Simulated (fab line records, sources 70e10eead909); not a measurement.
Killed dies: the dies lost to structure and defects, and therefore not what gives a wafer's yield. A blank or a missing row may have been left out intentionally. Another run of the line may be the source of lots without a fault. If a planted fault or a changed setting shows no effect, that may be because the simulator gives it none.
Struck lot and sound lot, side by side	flow nandHarc	39 out of 1302 route steps
Sound: the wafers L858.1, L858.5, L858.6. Struck: wafers L864.1, L864.2, L864.5. The cause comes at the end.
Each step with rows lists, per side, the tool, then ch with its chambers, then its first start. Under that, the readings that differ: sound wafers	struck wafers	difference of the means	sigmas: that difference in standard deviations of wafers without a fault.
alike: readings with means less than 2 such deviations apart, plus words and numbers identical on both sides. not compared: withheld readings, readings lacking a value on some wafer, bounds such as >300 that could conceal the same value, and numbers that have no deviation in the record and whose values overlap.
The two part at a step that has a row with sigmas, a row that says differs or no value, or rows on one side only. When numbers do not overlap yet have no deviation, they are printed without sigmas and do not part them. A reading missing from all wafers of one side parts the sides only when that side holds two or more wafers.

first, 5 steps without rows for these wafers: NHARC_A_BONDPAD_SOFTBAKE_04 (time 70 s); NHARC_A_BONDPAD_EBR_05; NHARC_A_BONDPAD_EXPOSE_06 (exposes mask A BPAD); NHARC_A_BONDPAD_PEB_07 (peb time 80 s); NHARC_A_BONDPAD_DEVELOP_08 (time 50 s).
NHARC_A_BONDPAD_CD_MEAS_09: the cd target is 500 nm.
  sound on cdSem-02 ch 0, day 23 15:59; struck on cdSem-03 ch 0, day 26 02:08
  alike: cdNm
NHARC_A_BONDPAD_OVL_MEAS_35:
  sound: overlay-01 at day 23 16:04; struck: overlay-02 at day 26 02:14
  alike: overlayXNm, overlayYNm
then, 4 steps without rows for these wafers: NHARC_A_BONDPAD_HARDBAKE_10 (time 65 s); NHARC_A_BONDPAD_DESCUM_11 (chemistry O2, time 3 s); NHARC_A_BONDPAD_ETCH_34 (etches the open film in N2/H2, target depth 60 nm, overetch 18 nm, time 65.91 s); NHARC_A_BONDPAD_ETCH_12 (etches the open film in CHF3/O2, target depth 220 nm, time 110 s).
NHARC_A_BONDPAD_CD_MEAS_13:
  sound: cdSem-03 at day 23 16:31; struck: cdSem-02 at day 26 02:41
  alike: cdNm
NHARC_A_BONDPAD_STRIP_15: strips in O2.
  sound on rieDiel-03 ch 1,2,3, day 23 16:38; struck on rieDiel-13 ch 1,2,3, day 26 02:47
  alike: drypumpMotorCurrentA, oesProductAu, rfVppV, showerheadPlenumPTorr, throttleValvePct
  not compared: rfHoursCounterH
NHARC_A_BONDPAD_ETCH_24: etches the open film in CF4/N2, target depth 30 nm, time 72.99 s.
  sound on rieDiel-03 ch 2,3; struck on rieDiel-13 ch 2,3
  alike: drypumpMotorCurrentA, n2FlowSccm, oesProductAu, rfVppV, showerheadPlenumPTorr, throttleValvePct
  not compared: rfHoursCounterH
then, 1 step without rows for these wafers: NHARC_A_BONDPAD_STRIP_16 (strips in post etch residue remover, time 600 s).
NHARC_A_BONDPAD_DEGAS_25: time 60 s.
  sound: pvdSputter-01 at day 23 17:09; struck: pvdSputter-03 at day 26 03:22
  alike: heaterPowerW
then, 2 steps without rows for these wafers: NHARC_A_BONDPAD_PRE_CLEAN_26 (time 30 s); NHARC_A_BONDPAD_PVD_17 (deposits TaN, target thk 5 nm, time 8.06 s).
NHARC_A_BONDPAD_PVD_27: deposits Cu, target thk 30 nm, time 20.49 s.
  sound on pvdSputter-01; struck on pvdSputter-03
  alike: chamberPressurePa, throttleValvePct
then, 1 step without rows for these wafers: NHARC_A_BONDPAD_ECD_18 (material Cu, target thk 400 nm).
NHARC_A_BONDPAD_ANNEAL_28: time 90 s.
  sound on rtpAnneal-01 ch 0, day 23 17:53; struck on rtpAnneal-02 ch 0, day 26 04:14
reading	sound	struck	difference	sigmas
wafer_temp_C_max	227.0 227.0 226.8	225.7 226.0 225.9	-1.1	-2
then, 1 step without rows for these wafers: NHARC_A_BONDPAD_CMP_19 (polishes, t overpolish 30 s, cu recess touch 16 s, target thk 169.82 nm).
NHARC_A_BONDPAD_THK_MEAS_20: measures by xrf.
  sound: filmMetro-01 at day 23 18:32; struck: filmMetro-02 at day 26 04:55
  alike: thkNm
then, 6 steps without rows for these wafers: NHARC_A_BONDPAD_SRD_21 (time 30 s, dry time 20 s); NHARC_HYBRID_BOND_ACTIVATE_00 (chemistry N2, time 60 s); NHARC_HYBRID_BOND_PRECLEAN_01 (cleans in DIW, time 300 s); NHARC_HYBRID_BOND_SRD_02 (time 30 s, dry time 20 s); NHARC_HYBRID_BOND_BOND_03; NHARC_HYBRID_BOND_ANNEAL_04 (time 7200 s).
NHARC_HYBRID_BOND_OVL_MEAS_05:
  sound: overlay-02 at day 24 06:50; struck: overlay-01 at day 26 14:28
  alike: overlayXNm, overlayYNm
then, 1 step without rows for these wafers: NHARC_THIN_TSV_GRIND_00.
NHARC_THIN_TSV_CMP_01: polishes.
  sound on cmp-04 ch 0,2,3, day 25 02:29; struck on cmp-04 ch 1,3, day 26 15:56
  alike: motorCurrentA
NHARC_THIN_TSV_THK_MEAS_02: measures by ir.
  sound: filmMetro-01 at day 25 02:40; struck: filmMetro-01 at day 26 16:10
  alike: thkNm
then, 5 steps without rows for these wafers: NHARC_THIN_TSV_SRD_03; NHARC_THIN_TSV_PRECLEAN_41 (cleans in SC1); NHARC_THIN_TSV_SRD_42; NHARC_THIN_TSV_DEP_43 (deposits SiO2, target thk 1328.5 nm); NHARC_THIN_TSV_DEHYDRATE_04 (time 120 s).
NHARC_END_SORT_01:
  at this point the record logs the struck wafers (prober-01 ch 0, day 27 13:06) and has no rows for the sound ones

## WHERE THEY PART
Last at NHARC_END_SORT_01 as far as this record goes, first at NHARC_A_BONDPAD_ANNEAL_28.

WHY: the cause the simulator had injected
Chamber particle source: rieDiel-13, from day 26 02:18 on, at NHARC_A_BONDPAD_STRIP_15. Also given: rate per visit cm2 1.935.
